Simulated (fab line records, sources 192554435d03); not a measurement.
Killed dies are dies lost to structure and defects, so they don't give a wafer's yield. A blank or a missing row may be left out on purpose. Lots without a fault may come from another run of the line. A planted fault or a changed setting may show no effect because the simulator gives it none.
fab line records | flow n5_finfet
record lots=21 wafers=63 last_day=18
route steps=1938 shown BEOL_M9@1403
lots that met no fault: from a run of the same line without faults
start_h: hours from the record's first day to the start of the lot's first wafer shown | wait_h: hours since the lot's step before | " the same as in the row above | L1.1+2: a row that stands for several wafers | - no value, or no start given | * or withheld: withheld | < > ~ a bound
route shown NAME@n: a module of which the file shows steps, and the number in the route of the first | usual: mean/standard deviation of fault-free wafers | same: alike in all rows | chamber/n: place in a boat | sites: the reading at each site | _std_site: their standard deviation | _edge_site: outer sites' mean less inner sites' | radius_mm: how far each site lies from the wafer's centre | mask NAME#n: copy n | behind: the tool/chamber that last shaped the wafer | hold: why the lot was held/for how many hours/how that ended | device: the transistor (n, p or np) that didn't switch | end of line: the same wafers' tests at the end of the route | a step without rows: its recipe alone | killed: dies lost to structure and defects at the first sort, not the wafer's yield | map: a wafer's dies, x killed, . not, _ none there
set.NAME: the setting as run; set.NAME@STEP: as run at that earlier step | model.NAME: the simulator's own value behind a step, which no gauge read
steps of the route over a sample of lots; a table a step, a row a wafer
services: from which hour (start_h, from the record's first day; less than 0 if before it) a tool's chamber was out of use, for how many hours, and why
## steps
# step N5_BEOL_M9_THK_MEAS_01
# recipe reads=SiCOH_lowk_of_BEOL_M9_ILD_DEP_00
# usual M9_ILD_THK=267/3.5
# columns lot.wafer tool chamber start_h wait_h M9_ILD_THK[nm]
L075.4 film_metro-01 - 210.93 0.4 271
L075.5 " - " " 267
L075.6 " - " " 275
L076.2 film_metro-02 - 217.51 0.4 264
L076.3 " - " " 262
L076.4 " - " " 269
L077.1 film_metro-01 - 220.93 0.4 271
L077.2 " - " " 266
L077.4 " - " " 274
L078.1 film_metro-01 - 226.99 0.4 267
L078.4 " - " " 271
L078.6 " - " " 271
L079.1 film_metro-02 - 228.37 0.4 262
L079.3 " - " " 266
L079.6 " - " " 271
L080.3 film_metro-01 - 243.80 0.3 268
L080.4 " - " " 270
L080.5 " - " " 270
L081.2 film_metro-01 - 244.33 0.4 263
L081.3 " - " " 268
L081.5 " - " " 267
L082.3 film_metro-02 - 255.03 0.5 267
L082.4 " - " " 271
L082.5 " - " " 266
L084.2 film_metro-01 - 262.76 0.4 265
L084.3 " - " " 270
L084.6 " - " " 269
L083.2 film_metro-02 - 263.33 0.4 262
L083.5 " - " " 267
L083.6 " - " " 268
L086.1 film_metro-01 - 271.24 0.4 265
L086.3 " - " " 264
L086.5 " - " " 271
L085.2 film_metro-02 - 278.37 0.4 264
L085.5 " - " " 269
L085.6 " - " " 270
L087.1 film_metro-01 - 294.96 0.4 264
L087.5 " - " " 265
L087.6 " - " " 269
L090.2 film_metro-02 - 304.31 0.4 261
L090.3 " - " " 264
L090.5 " - " " 271
L088.1 film_metro-02 - 305.21 0.4 264
L088.3 " - " " 264
L088.4 " - " " 266
L089.1 film_metro-02 - 307.86 0.4 267
L089.4 " - " " 268
L089.5 " - " " 274
L093.3 film_metro-02 - 319.75 0.3 269
L093.4 " - " " 273
L093.6 " - " " 270
L092.1 film_metro-02 - 321.02 0.4 265
L092.2 " - " " 267
L092.3 " - " " 273
L094.1 film_metro-01 - 326.51 0.4 264
L094.5 " - " " 267
L094.6 " - " " 269
L096.2 film_metro-01 - 360.84 0.4 265
L096.4 " - " " 263
L096.6 " - " " 270
L097.3 film_metro-02 - 361.12 0.3 273
L097.5 " - " " 273
L097.6 " - " " 275
# step N5_BEOL_M9_ETCH_65
# recipe chemistry=CF4 target=SiARC target_depth_a=156 mask_material=CAR-EUV time_s=26 ion_energy_ev=80 pressure_mtorr=40 source_w=545 bias_w=36 Ar_flow_sccm=100 cf4_flow_sccm=100 ends=cleared
# usual chamber_pressure_mTorr=40.00/0.039 drypump_motor_current_A=5.9/0.58 etch_rf_on_time_s=26.2/0.72 oes_product_au=0.69/0.073 rf_fwd_power_W=532.3/2.1 rf_vpp_V=184.1/1.2 showerhead_plenum_p_Torr=2.14/0.065 throttle_valve_pct=15.64/0.23
# columns lot.wafer tool chamber start_h wait_h chamber_pressure_mTorr drypump_motor_current_A etch_rf_on_time_s oes_product_au rf_fwd_power_W rf_hours_counter_h rf_vpp_V showerhead_plenum_p_Torr throttle_valve_pct
L075.4 rie_diel-03 0 214.30 0.0 40.03 5.0 25.8 0.72 531.8 77 184.1 2.16 15.20
L075.5 " 2 " " 39.97 5.5 27.4 0.57 533.8 - 182.9 2.04 15.87
L075.6 " 1 " " 39.99 5.3 25.4 0.64 532.4 - 183.0 2.13 15.50
L076.2 rie_diel-04 0 220.60 0.0 39.94 5.7 25.4 0.83 528.8 1 185.8 2.20 15.76
L076.3 " 3 " " 40.00 6.6 26.6 0.61 533.3 200 183.4 2.04 15.91
L076.4 " 1 " " 40.05 6.5 26.8 0.66 527.8 118 184.6 2.16 15.63
L077.1 rie_diel-04 3 224.63 0.0 39.95 6.6 26.9 0.60 533.7 202 182.1 2.03 15.91
L077.2 " 0 " " 40.01 5.7 25.3 0.83 534.0 3 186.5 2.20 15.77
L077.4 " 2 " " 40.03 5.7 26.9 0.72 534.2 - 183.9 2.20 15.67
L078.1 rie_diel-01 3 230.70 0.0 39.94 6.3 26.2 0.73 527.3 72 182.8 2.09 15.47
L078.4 " 1 " " 40.00 5.2 25.8 0.60 533.0 225 182.8 2.10 15.95
L078.6 " 0 " " 39.97 4.7 25.8 0.74 529.9 - 185.2 2.17 15.42
L079.1 rie_diel-01 1 231.12 0.0 39.93 5.2 25.8 0.61 531.7 225 183.9 2.10 15.91
L079.3 " 3 " " 39.95 6.4 26.3 0.73 533.2 72 183.4 2.09 15.47
L079.6 " 2 " " 40.09 6.1 24.9 0.80 536.9 - 183.9 2.09 15.21
L081.2 rie_diel-03 2 248.61 0.0 39.99 5.5 27.1 0.57 533.4 243 181.6 2.04 15.89
L081.3 " 3 " " 40.02 6.2 26.6 0.60 534.1 222 185.6 2.21 15.73
L081.5 " 1 " " 39.98 5.3 25.4 0.63 531.1 - 183.0 2.13 15.51
L080.3 rie_diel-04 3 249.13 0.0 39.94 6.6 26.2 0.61 534.9 211 181.8 2.03 15.93
L080.4 " 0 " " 40.00 5.7 25.1 0.81 530.7 12 185.4 2.19 15.76
L080.5 " 0 " " 39.91 5.7 25.0 0.80 530.6 - 184.9 2.19 15.79
L082.3 rie_diel-04 1 258.48 0.0 39.98 6.5 26.7 0.65 531.8 126 185.3 2.15 15.62
L082.4 " 3 " " 40.05 6.6 27.0 0.59 528.5 214 182.7 2.03 15.94
L082.5 " 3 " " 40.02 6.6 26.6 0.60 532.5 - 184.1 2.03 15.95
L084.2 rie_diel-04 1 269.13 0.0 39.99 6.5 27.0 0.65 530.6 128 185.1 2.15 15.63
L084.3 " 0 " " 40.05 5.7 25.7 0.78 531.5 17 184.2 2.19 15.79
L084.6 " 1 " " 39.97 6.5 26.9 0.65 530.0 - 184.1 2.15 15.64
L083.2 rie_diel-04 1 269.56 0.0 40.01 6.5 26.9 0.64 533.9 128 182.8 2.15 15.63
L083.5 " 3 " " 39.98 6.6 27.1 0.59 531.3 - 181.7 2.03 15.97
L083.6 " 2 " " 40.01 5.7 26.9 0.69 536.0 - 184.4 2.19 15.70
L086.1 rie_diel-04 1 275.44 0.0 39.97 6.5 26.6 0.65 529.1 129 183.6 2.15 15.64
L086.3 " 3 " " 40.01 6.6 26.7 0.59 531.3 217 183.2 2.03 15.97
L086.5 " 0 " " 39.97 5.7 25.1 0.78 532.0 - 185.4 2.19 15.80
L085.2 rie_diel-04 0 283.87 0.0 40.02 5.7 25.4 0.78 528.4 20 185.5 2.19 15.80
L085.5 " 0 " " 40.07 5.7 25.7 0.78 529.7 - 184.2 2.19 15.80
L085.6 " 1 " " 40.00 6.5 26.8 0.64 531.8 - 182.5 2.15 15.64
L087.1 rie_diel-03 2 299.65 0.0 40.00 5.5 26.5 0.81 529.8 7 185.8 2.29 15.37
L087.5 " 3 " " 40.04 6.3 26.9 0.59 535.4 - 183.7 2.21 15.76
L087.6 " 0 " " 40.00 5.0 26.1 0.69 532.8 - 184.8 2.15 15.24
L090.2 rie_diel-01 0 308.90 0.0 39.97 4.7 26.0 0.71 531.2 82 185.1 2.16 15.46
L090.3 " 1 " " 40.03 5.2 26.5 0.58 532.3 245 185.0 2.09 15.96
L090.5 " 3 " " 40.11 6.4 26.5 0.70 532.0 - 182.5 2.08 15.50
L088.1 rie_diel-04 0 308.94 0.0 40.02 5.7 25.0 0.77 531.7 27 185.2 2.19 15.80
L088.3 " 1 " " 40.02 6.5 26.6 0.64 533.3 139 183.5 2.15 15.66
L088.4 " 3 " " 39.98 6.6 26.5 0.59 529.7 227 183.3 2.03 15.97
L089.1 rie_diel-04 1 311.33 0.0 40.05 6.5 26.4 0.65 533.7 140 185.1 2.15 15.66
L089.4 " 2 " " 39.98 5.7 26.7 0.69 537.0 60 183.1 2.19 15.72
L089.5 " 1 " " 40.09 6.5 26.5 0.64 535.0 - 185.4 2.15 15.65
L093.3 rie_diel-04 0 333.06 0.0 39.99 5.7 25.2 0.76 530.3 34 185.2 2.19 15.83
L093.4 " 2 " " 39.99 5.7 26.7 0.69 535.6 - 185.1 2.19 15.73
L093.6 " 3 " " 40.02 6.6 26.8 0.58 530.8 - 182.9 2.02 15.98
L094.1 rie_diel-01 3 333.30 0.0 39.97 6.4 26.4 0.70 530.4 100 183.0 2.08 15.53
L094.5 " 0 " " 39.96 4.8 26.1 0.71 530.9 - 184.2 2.16 15.48
L094.6 " 2 " " 40.00 6.1 25.0 0.76 531.8 - 183.2 2.09 15.27
L092.1 rie_diel-01 2 333.93 0.0 39.99 6.1 24.9 0.76 535.5 60 184.9 2.09 15.27
L092.2 " 3 " " 39.99 6.3 26.5 0.69 531.2 100 184.3 2.08 15.51
L092.3 " 0 " " 40.00 4.7 25.8 0.71 533.0 88 184.0 2.16 15.48
L096.2 rie_diel-04 3 362.97 0.0 40.00 6.6 27.0 0.58 532.1 242 182.8 2.02 16.00
L096.4 " 0 " " 39.98 5.8 25.2 0.75 533.5 44 184.8 2.18 15.84
L096.6 " 0 " " 40.11 5.7 25.4 0.75 533.4 - 185.3 2.18 15.85
L097.3 rie_diel-03 1 363.29 0.0 40.03 5.3 25.4 0.62 527.9 211 184.7 2.12 15.56
L097.5 " 3 " " 40.04 6.2 25.7 0.84 534.3 - 184.5 2.20 15.33
L097.6 " 2 " " 40.00 5.5 26.3 0.75 530.4 - 186.4 2.28 15.44
# step N5_BEOL_M9_TRENCH_ETCH_37
# recipe chemistry=C4F6/O2 target_depth_a=1514.3 target=SiCOH_lowk time_s=49 ion_energy_ev=250 pressure_mtorr=30 source_w=345 bias_w=185 Ar_flow_sccm=300 C4F6_flow_sccm=10 O2_flow_sccm=10
# usual chamber_pressure_mTorr=30.005/0.028 drypump_motor_current_A=5.9/0.58 oes_product_au=0.81/0.085 rf_fwd_power_W=341.9/1.2 rf_vpp_V=676/14 showerhead_plenum_p_Torr=2.85/0.087 throttle_valve_pct=21.01/0.26
# columns lot.wafer tool chamber start_h wait_h chamber_pressure_mTorr drypump_motor_current_A oes_product_au rf_fwd_power_W rf_hours_counter_h rf_vpp_V showerhead_plenum_p_Torr throttle_valve_pct
L075.4 rie_diel-03 0 - - 30.045 5.0 0.84 342.3 77 672 2.87 20.43
L075.5 " 2 " " 30.029 5.5 0.68 342.4 - 682 2.72 21.24
L075.6 " 1 " " 29.965 5.3 0.76 339.3 - 677 2.86 20.91
L076.2 rie_diel-04 0 - - 30.009 5.8 0.98 340.8 1 664 2.91 21.13
L076.3 " 3 " " 29.981 6.6 0.71 341.5 200 678 2.71 21.25
L076.4 " 1 " " 30.018 6.6 0.78 342.5 118 682 2.88 21.09
L077.1 rie_diel-04 3 - - 29.983 6.6 0.71 342.4 202 678 2.71 21.24
L077.2 " 0 " " 29.965 5.7 0.97 341.1 3 665 2.91 21.14
L077.4 " 2 " " 30.009 5.7 0.85 342.6 - 700 2.93 21.19
L078.1 rie_diel-01 3 - - 30.004 6.4 0.85 341.7 72 672 2.80 20.92
L078.4 " 1 " " 30.013 5.2 0.70 341.4 225 648 2.78 21.14
L078.6 " 0 " " 29.975 4.7 0.87 341.6 - 655 2.88 20.76
L079.1 rie_diel-01 1 - - 30.016 5.2 0.70 342.0 225 648 2.78 21.13
L079.3 " 3 " " 29.977 6.4 0.85 341.9 73 673 2.80 20.92
L079.6 " 2 " " 30.005 6.1 0.93 342.4 - 662 2.76 20.37
L081.2 rie_diel-03 2 - - 29.999 5.5 0.67 341.1 244 680 2.71 21.24
L081.3 " 3 " " 30.004 6.3 0.70 342.4 222 685 2.95 21.01
L081.5 " 1 " " 29.966 5.3 0.74 339.2 - 677 2.85 20.92
L080.3 rie_diel-04 3 - - 29.963 6.7 0.70 342.7 211 676 2.71 21.27
L080.4 " 0 " " 30.058 5.7 0.93 341.8 12 666 2.91 21.15
L080.5 " 0 " " 30.002 5.7 0.93 342.1 - 665 2.91 21.14
L082.3 rie_diel-04 1 - - 30.053 6.5 0.77 341.9 126 683 2.88 21.10
L082.4 " 3 " " 29.975 6.6 0.70 342.0 214 678 2.71 21.25
L082.5 " 3 " " 29.974 6.6 0.70 340.1 - 676 2.71 21.25
L084.2 rie_diel-04 1 - - 30.029 6.5 0.76 341.5 128 682 2.88 21.11
L084.3 " 0 " " 30.034 5.7 0.92 341.8 17 664 2.90 21.16
L084.6 " 1 " " 30.019 6.5 0.76 340.4 - 683 2.88 21.10
L083.2 rie_diel-04 1 - - 30.033 6.5 0.77 341.8 128 682 2.88 21.10
L083.5 " 3 " " 30.018 6.6 0.70 343.2 - 678 2.70 21.25
L083.6 " 2 " " 30.017 5.7 0.83 340.9 - 701 2.93 21.22
L086.1 rie_diel-04 1 - - 30.024 6.5 0.77 342.2 129 682 2.88 21.11
L086.3 " 3 " " 29.982 6.6 0.69 341.1 218 679 2.70 21.26
L086.5 " 0 " " 30.021 5.7 0.91 343.3 - 665 2.90 21.16
L085.2 rie_diel-04 0 - - 29.997 5.7 0.90 341.1 21 666 2.90 21.17
L085.5 " 0 " " 29.945 5.7 0.91 343.6 - 665 2.90 21.15
L085.6 " 1 " " 30.013 6.5 0.76 340.3 - 682 2.88 21.13
L087.1 rie_diel-03 2 - - 30.058 5.5 0.94 339.4 7 692 3.05 20.82
L087.5 " 3 " " 29.999 6.3 0.68 344.5 - 687 2.94 21.05
L087.6 " 0 " " 29.979 5.0 0.81 343.8 - 672 2.86 20.47
L090.2 rie_diel-01 0 - - 29.988 4.7 0.83 342.3 82 655 2.87 20.78
L090.3 " 1 " " 30.054 5.2 0.68 343.0 245 649 2.77 21.18
L090.5 " 3 " " 30.013 6.3 0.83 341.8 - 673 2.79 20.95
L088.1 rie_diel-04 0 - - 29.953 5.7 0.90 340.8 27 664 2.90 21.16
L088.3 " 1 " " 29.941 6.5 0.76 342.7 139 682 2.87 21.12
L088.4 " 3 " " 30.012 6.6 0.69 342.3 228 677 2.70 21.27
L089.1 rie_diel-04 1 - - 30.023 6.5 0.76 341.5 140 682 2.87 21.13
L089.4 " 2 " " 29.990 5.7 0.82 341.5 60 699 2.92 21.21
L089.5 " 1 " " 30.007 6.5 0.76 342.5 - 684 2.87 21.12
L093.3 rie_diel-04 0 - - 30.020 5.7 0.88 340.9 35 664 2.89 21.19
L093.4 " 2 " " 30.025 5.7 0.80 341.5 - 697 2.92 21.23
L093.6 " 3 " " 30.048 6.6 0.68 342.1 - 677 2.70 21.28
L094.1 rie_diel-01 3 - - 30.018 6.4 0.82 342.5 100 672 2.79 20.97
L094.5 " 0 " " 30.030 4.7 0.82 341.0 - 653 2.87 20.77
L094.6 " 2 " " 30.006 6.1 0.89 341.9 - 661 2.75 20.45
L092.1 rie_diel-01 2 - - 30.023 6.1 0.88 344.8 60 661 2.75 20.43
L092.2 " 3 " " 30.035 6.4 0.83 341.9 100 672 2.78 20.95
L092.3 " 0 " " 30.042 4.8 0.83 341.3 88 654 2.87 20.80
L096.2 rie_diel-04 3 - - 30.041 6.6 0.67 341.1 243 677 2.69 21.30
L096.4 " 0 " " 30.028 5.8 0.87 340.1 44 664 2.89 21.19
L096.6 " 0 " " 29.954 5.7 0.88 341.5 - 665 2.89 21.19
L097.3 rie_diel-03 1 - - 29.953 5.3 0.72 340.7 211 677 2.84 20.94
L097.5 " 3 " " 30.009 6.2 0.97 343.3 - 686 2.93 20.71
L097.6 " 2 " " 29.989 5.5 0.89 340.9 - 693 3.03 20.85
# step N5_BEOL_M9_ETCH_41
# recipe chemistry=CH3F/O2 target=SiCN target_depth_a=366 taper_deg=2 time_s=70.1 ion_energy_ev=120 mask_material=TiN pressure_mtorr=30 source_w=395 bias_w=75 Ar_flow_sccm=150 CH3F_flow_sccm=30 O2_flow_sccm=20
# usual chamber_pressure_mTorr=30.002/0.028 drypump_motor_current_A=5.9/0.58 oes_product_au=0.81/0.085 rf_fwd_power_W=392.4/1.3 rf_vpp_V=297.1/1.3 showerhead_plenum_p_Torr=2.00/0.063 throttle_valve_pct=16.37/0.25
# columns lot.wafer tool chamber start_h wait_h chamber_pressure_mTorr drypump_motor_current_A oes_product_au rf_fwd_power_W rf_hours_counter_h rf_vpp_V showerhead_plenum_p_Torr throttle_valve_pct
L075.4 rie_diel-03 0 - - 30.020 5.1 0.85 394.3 77 298.7 2.01 15.84
L075.5 " 2 " " 29.976 5.5 0.68 390.4 - 294.2 1.90 16.62
L075.6 " 1 " " 30.006 5.3 0.75 388.8 - 298.1 2.00 16.25
L076.2 rie_diel-04 0 - - 29.994 5.7 0.98 392.0 1 297.4 2.05 16.42
L076.3 " 3 " " 30.001 6.6 0.72 393.3 201 294.5 1.90 16.65
L076.4 " 1 " " 30.012 6.5 0.77 391.1 118 297.2 2.02 16.40
L077.1 rie_diel-04 3 - - 30.036 6.6 0.71 391.8 202 295.3 1.90 16.64
L077.2 " 0 " " 30.003 5.7 0.96 390.8 3 298.3 2.05 16.45
L077.4 " 2 " " 30.050 5.7 0.85 395.1 - 298.9 2.06 16.46
L078.1 rie_diel-01 3 - - 30.032 6.4 0.86 392.6 72 296.0 1.96 16.25
L078.4 " 1 " " 29.970 5.2 0.70 394.5 225 296.8 1.96 16.62
L078.6 " 0 " " 30.015 4.7 0.86 393.5 - 296.7 2.02 16.12
L079.1 rie_diel-01 1 - - 29.940 5.2 0.69 393.5 225 297.0 1.96 16.62
L079.3 " 3 " " 30.084 6.3 0.84 394.1 73 297.2 1.96 16.27
L079.6 " 2 " " 30.000 6.1 0.93 391.5 - 297.1 1.94 15.81
L081.2 rie_diel-03 2 - - 29.940 5.5 0.67 390.7 244 294.8 1.90 16.65
L081.3 " 3 " " 29.980 6.3 0.71 393.2 222 298.9 2.07 16.45
L081.5 " 1 " " 29.983 5.3 0.75 389.7 - 296.4 2.00 16.28
L080.3 rie_diel-04 3 - - 30.015 6.6 0.71 393.3 211 295.9 1.90 16.69
L080.4 " 0 " " 30.012 5.7 0.93 390.7 12 298.3 2.04 16.46
L080.5 " 0 " " 30.004 5.7 0.93 390.0 - 299.4 2.04 16.46
L082.3 rie_diel-04 1 - - 29.986 6.5 0.76 393.6 126 298.0 2.02 16.42
L082.4 " 3 " " 29.958 6.6 0.69 390.3 214 294.6 1.90 16.69
L082.5 " 3 " " 30.010 6.7 0.70 391.8 - 297.2 1.90 16.67
L084.2 rie_diel-04 1 - - 30.071 6.5 0.77 393.4 128 296.1 2.02 16.43
L084.3 " 0 " " 29.971 5.7 0.93 393.8 17 298.6 2.04 16.48
L084.6 " 1 " " 30.023 6.5 0.77 391.9 - 296.4 2.02 16.42
L083.2 rie_diel-04 1 - - 29.989 6.5 0.77 392.5 128 297.9 2.02 16.42
L083.5 " 3 " " 29.993 6.6 0.70 391.3 - 296.3 1.90 16.69
L083.6 " 2 " " 30.008 5.7 0.84 395.2 - 297.4 2.06 16.48
L086.1 rie_diel-04 1 - - 29.998 6.5 0.77 392.0 129 296.4 2.02 16.43
L086.3 " 3 " " 30.012 6.6 0.69 392.0 218 295.4 1.90 16.69
L086.5 " 0 " " 29.967 5.8 0.92 392.4 - 298.1 2.04 16.45
L085.2 rie_diel-04 0 - - 30.002 5.7 0.90 392.2 21 298.0 2.04 16.50
L085.5 " 0 " " 30.012 5.8 0.91 393.0 - 298.0 2.04 16.48
L085.6 " 1 " " 30.019 6.5 0.75 392.1 - 297.2 2.02 16.42
L087.1 rie_diel-03 2 - - 30.010 5.5 0.94 391.6 7 299.9 2.14 16.12
L087.5 " 3 " " 30.035 6.3 0.68 394.8 - 297.1 2.07 16.47
L087.6 " 0 " " 29.995 5.0 0.80 392.4 - 297.6 2.00 15.91
L090.2 rie_diel-01 0 - - 30.011 4.8 0.84 393.1 82 298.6 2.02 16.16
L090.3 " 1 " " 30.005 5.2 0.68 392.8 245 295.9 1.95 16.66
L090.5 " 3 " " 29.945 6.4 0.82 394.1 - 297.3 1.96 16.31
L088.1 rie_diel-04 0 - - 29.999 5.7 0.91 389.8 27 297.2 2.04 16.51
L088.3 " 1 " " 30.031 6.5 0.76 391.1 139 298.0 2.02 16.46
L088.4 " 3 " " 29.956 6.6 0.69 392.8 228 295.5 1.89 16.72
L089.1 rie_diel-04 1 - - 30.011 6.5 0.75 394.6 140 296.7 2.02 16.44
L089.4 " 2 " " 30.016 5.7 0.81 392.4 60 298.3 2.05 16.48
L089.5 " 1 " " 29.999 6.5 0.76 393.3 - 297.1 2.02 16.43
L093.3 rie_diel-04 0 - - 29.992 5.7 0.88 392.1 35 296.2 2.04 16.50
L093.4 " 2 " " 30.012 5.7 0.80 394.5 - 299.2 2.05 16.50
L093.6 " 3 " " 30.029 6.6 0.69 394.1 - 295.0 1.89 16.72
L094.1 rie_diel-01 3 - - 30.008 6.4 0.82 392.0 100 296.4 1.95 16.29
L094.5 " 0 " " 29.967 4.7 0.83 393.4 - 296.7 2.01 16.17
L094.6 " 2 " " 30.033 6.1 0.88 391.8 - 296.6 1.93 15.88
L092.1 rie_diel-01 2 - - 29.930 6.1 0.88 392.9 60 296.0 1.93 15.87
L092.2 " 3 " " 30.032 6.4 0.83 394.0 100 294.6 1.95 16.32
L092.3 " 0 " " 30.034 4.8 0.82 391.0 88 296.9 2.01 16.18
L096.2 rie_diel-04 3 - - 29.952 6.6 0.68 392.0 243 294.6 1.89 16.74
L096.4 " 0 " " 30.006 5.7 0.87 394.1 44 298.7 2.03 16.53
L096.6 " 0 " " 29.959 5.7 0.87 393.6 - 298.4 2.03 16.52
L097.3 rie_diel-03 1 - - 29.996 5.3 0.74 390.8 211 296.2 1.99 16.32
L097.5 " 3 " " 30.023 6.2 0.98 392.9 - 298.2 2.06 16.07
L097.6 " 2 " " 30.011 5.5 0.90 392.9 - 299.5 2.14 16.16
# step N5_BEOL_M9_CURE_72
# recipe temp_c=370 time_s=120 ambient=DMADMS/He material=SiCOH_lowk
# usual lamp_power_pct=52.31/0.053 wafer_temp_C_max=371.4/0.52
# columns lot.wafer tool chamber start_h wait_h lamp_power_pct wafer_temp_C_max
L075.4 uv_cure-03 0 215.20 0.3 52.36 371.1
L075.5 " 0 " " 52.28 371.3
L075.6 " 0 " " 52.29 371.5
L076.2 uv_cure-01 2 221.38 0.2 52.36 371.6
L076.3 " 2 " " 52.39 371.2
L076.4 " 2 " " 52.44 371.4
L077.1 uv_cure-01 1 225.23 0.0 52.30 371.0
L077.2 " 1 " " 52.32 370.8
L077.4 " 1 " " 52.30 371.1
L078.1 uv_cure-03 2 231.30 0.0 52.32 371.6
L078.4 " 2 " " 52.32 371.7
L078.6 " 2 " " 52.26 371.0
L079.1 uv_cure-01 0 231.72 0.0 52.32 372.7
L079.3 " 0 " " 52.27 372.8
L079.6 " 0 " " 52.32 373.5
L081.2 uv_cure-03 2 249.35 0.1 52.30 371.9
L081.3 " 2 " " 52.35 372.0
L081.5 " 2 " " 52.31 371.7
L080.3 uv_cure-02 0 249.93 0.2 52.30 371.3
L080.4 " 0 " " 52.34 371.2
L080.5 " 0 " " 52.28 371.8
L082.3 uv_cure-02 2 259.19 0.1 52.37 371.9
L082.4 " 2 " " 52.23 371.4
L082.5 " 2 " " 52.33 371.4
L084.2 uv_cure-03 2 269.78 0.1 52.27 371.6
L084.3 " 2 " " 52.24 371.5
L084.6 " 2 " " 52.32 371.6
L083.2 uv_cure-01 2 270.21 0.1 52.27 370.9
L083.5 " 2 " " 52.39 370.9
L083.6 " 2 " " 52.20 370.9
L086.1 uv_cure-03 2 276.04 0.0 52.22 371.3
L086.3 " 2 " " 52.39 372.0
L086.5 " 2 " " 52.26 371.7
L085.2 uv_cure-02 0 284.52 0.1 52.29 371.5
L085.5 " 0 " " 52.26 371.0
L085.6 " 0 " " 52.37 371.8
L087.1 uv_cure-02 0 300.25 0.0 52.36 371.5
L087.5 " 0 " " 52.35 370.9
L087.6 " 0 " " 52.22 372.2
L088.1 uv_cure-01 1 309.55 0.0 52.33 371.8
L088.3 " 1 " " 52.31 371.5
L088.4 " 1 " " 52.31 371.4
L090.2 uv_cure-03 2 309.55 0.1 52.25 371.5
L090.3 " 2 " " 52.41 372.2
L090.5 " 2 " " 52.25 371.2
L089.1 uv_cure-02 2 312.13 0.2 52.29 371.6
L089.4 " 2 " " 52.28 370.8
L089.5 " 2 " " 52.30 371.2
L093.3 uv_cure-02 2 333.76 0.1 52.40 370.7
L093.4 " 2 " " 52.32 371.2
L093.6 " 2 " " 52.34 371.3
L094.1 uv_cure-01 2 333.90 0.0 52.37 370.8
L094.5 " 2 " " 52.25 371.2
L094.6 " 2 " " 52.33 370.3
L092.1 uv_cure-01 2 334.53 0.0 52.27 370.8
L092.2 " 2 " " 52.25 370.8
L092.3 " 2 " " 52.37 370.8
L096.2 uv_cure-02 2 363.62 0.1 52.39 370.9
L096.4 " 2 " " 52.35 371.2
L096.6 " 2 " " 52.44 371.5
L097.3 uv_cure-01 2 363.99 0.1 52.26 371.5
L097.5 " 2 " " 52.33 371.5
L097.6 " 2 " " 52.32 371.2
# step N5_BEOL_M9_RS_MEAS_57
# recipe thk_meas_gauge=four-point-probe reads=Cu_of_BEOL_M9_ECD_50+Co_of_BEOL_M9_CVD_78+TaN_of_BEOL_M9_ALD_74
# usual M9_RS=0.152/0.0038
# columns lot.wafer tool chamber start_h wait_h M9_RS[ohm/sq]
L075.4 film_metro-01 - 219.02 0.0 0.148
L075.5 " - " " 0.158
L075.6 " - " " 0.148
L076.2 film_metro-01 - 223.75 0.1 0.145
L076.3 " - " " 0.151
L076.4 " - " " 0.149
L077.1 film_metro-02 - 227.24 0.1 0.157
L077.2 " - " " 0.146
L077.4 " - " " 0.154
L078.1 film_metro-02 - 233.39 0.1 0.154
L078.4 " - " " 0.156
L078.6 " - " " 0.152
L079.1 film_metro-02 - 235.53 0.1 0.151
L079.3 " - " " 0.152
L079.6 " - " " 0.144
L081.2 film_metro-01 - 251.27 0.1 0.159
L081.3 " - " " 0.158
L081.5 " - " " 0.152
L080.3 film_metro-01 - 252.61 0.1 0.158
L080.4 " - " " 0.148
L080.5 " - " " 0.150
L082.3 film_metro-02 - 261.87 0.1 0.152
L082.4 " - " " 0.157
L082.5 " - " " 0.155
L084.2 film_metro-02 - 271.88 0.1 0.153
L084.3 " - " " 0.146
L084.6 " - " " 0.153
L083.2 film_metro-01 - 272.10 0.1 0.152
L083.5 " - " " 0.155
L083.6 " - " " 0.153
L086.1 film_metro-02 - 281.35 0.1 0.154
L086.3 " - " " 0.155
L086.5 " - " " 0.148
L085.2 film_metro-01 - 287.11 0.1 0.148
L085.5 " - " " 0.146
L085.6 " - " " 0.153
L087.1 film_metro-02 - 303.36 0.1 0.153
L087.5 " - " " 0.159
L087.6 " - " " 0.152
L090.2 film_metro-02 - 311.51 0.1 0.151
L090.3 " - " " 0.157
L090.5 " - " " 0.152
L088.1 film_metro-01 - 311.77 0.1 0.145
L088.3 " - " " 0.151
L088.4 " - " " 0.157
L089.1 film_metro-02 - 314.51 0.1 0.151
L089.4 " - " " 0.154
L089.5 " - " " 0.151
L093.3 film_metro-01 - 335.71 0.1 0.149
L093.4 " - " " 0.155
L093.6 " - " " 0.153
L094.1 film_metro-02 - 336.24 0.1 0.150
L094.5 " - " " 0.154
L094.6 " - " " 0.146
L092.1 film_metro-02 - 336.56 0.1 0.144
L092.2 " - " " 0.151
L092.3 " - " " 0.150
L096.2 film_metro-01 - 367.30 0.1 0.157
L096.4 " - " " 0.149
L096.6 " - " " 0.145
L097.3 film_metro-02 - 367.98 0.1 0.149
L097.5 " - " " 0.149
L097.6 " - " " 0.150
## services
# columns tool chamber start_h hours kind
rie_diel-04 0 197.34 - clean
rie_diel-04 0 197.34 - consumable_replace:focus_ring
rie_diel-04 0 197.34 18.8 scheduled_down
rie_diel-04 0 197.34 18.8 vent_cycle
uv_cure-02 - 198.27 0.5 repair
rie_diel-04 1 221.30 13.8 repair
uv_cure-01 - 222.49 1.4 repair
rie_diel-01 1 240.27 4.0 repair
rie_diel-03 2 265.86 - clean
rie_diel-03 2 265.86 - consumable_replace:focus_ring
rie_diel-03 2 265.86 - consumable_replace:showerhead
rie_diel-03 2 265.86 14.9 scheduled_down
rie_diel-03 2 265.86 14.9 vent_cycle
uv_cure-02 - 268.20 2.1 pm
rie_diel-04 2 273.35 7.5 repair
rie_diel-03 3 316.84 - clean
rie_diel-03 3 316.84 - consumable_replace:focus_ring
rie_diel-01 1 324.46 - clean
rie_diel-01 1 324.46 - consumable_replace:focus_ring
rie_diel-01 1 324.46 33.2 scheduled_down
rie_diel-01 1 324.46 33.2 vent_cycle
rie_diel-04 1 328.93 6.7 repair
rie_diel-01 3 357.36 12.1 repair
rie_diel-01 2 358.45 3.4 repair
## key
fault none
